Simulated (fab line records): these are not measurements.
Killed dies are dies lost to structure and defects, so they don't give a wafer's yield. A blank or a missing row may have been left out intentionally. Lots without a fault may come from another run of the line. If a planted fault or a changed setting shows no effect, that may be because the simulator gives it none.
Chamber matching | flow n5Finfet | aldMetal-02 running N5_HKMG_FIN_ALD_36: 4 sister chambers
The step deposits TiN, target thk 1 nm, pulse time 1 s, purge time 3 s. 16 wafers are shown with their chamber, then 8 later ones without.

## WAFERS, EACH WITH ITS CHAMBER
wafer  | chamber | heaterPowerW (W) | precursorPulseHeightRel
L075.1 | 2       | 837              | 0.989
L075.2 | 3       | 839              | 0.998
L075.3 | 1       | 928              | 1.004
L076.2 | 3       | 850              | 1.007
L076.3 | 0       | 882              | 0.992
L076.6 | 3       | 864              | 1.029
L079.3 | 2       | 836              | 1.020
L079.4 | 1       | 937              | 0.988
L079.5 | 0       | 806              | 1.031
L080.2 | 0       | 852              | 1.010
L080.4 | 2       | 829              | 0.989
L080.6 | 1       | 947              | 1.023
L081.2 | 0       | 857              | 1.016
L081.3 | 2       | 817              | 1.030
L081.4 | 1       | 937              | 0.977
L087.1 | 0       | 869              | 1.007

SIGNATURES (means of the wafers above)
reading                 | chamber 0 | chamber 1 | chamber 2 | chamber 3 | scatter within a chamber
heaterPowerW            | 853.20    | 937.25    | 829.75    | 851.00    | 18.4
precursorPulseHeightRel | 1.01120   | 0.99800   | 1.00700   | 1.01133   | 0.0179
Rule: a wafer's distance from a chamber is the root of the sum, over the readings, of the square of ((its reading less the chamber's mean) divided by the reading's scatter). The wafer belongs to the nearest chamber; if the next one is less than 2 further off, it can't be placed. How the scatter is found: for the shown wafers, subtract from each reading the mean of its chamber, square and add these, divide the total by (wafers less chambers), then take the root.

## WAFERS MISSING THEIR CHAMBER
wafer  | heaterPowerW (W) | precursorPulseHeightRel
L087.2 | 861              | 1.027
L087.3 | 927              | 0.995
L089.2 | 926              | 1.017
L089.5 | 857              | 0.988
L089.6 | 843              | 0.998
L093.3 | 944              | 1.006
L093.5 | 837              | 1.001
L093.6 | 838              | 0.986

## EACH ONE'S CHAMBER
wafer  | from the rows above          | in truth
L087.2 | can't be placed: 0 or 3 or 2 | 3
L087.3 | 1                            | 1
L089.2 | 1                            | 1
L089.5 | can't be placed: 0 or 3 or 2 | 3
L089.6 | can't be placed: 3 or 2 or 0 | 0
L093.3 | 1                            | 1
L093.5 | can't be placed: 2 or 3 or 0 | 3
L093.6 | can't be placed: 2 or 3 or 0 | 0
Correctly placed: 3 of 8. From these rows, 5 cannot be placed; in 5 the true chamber is one of the candidates. 0 placed wrongly.
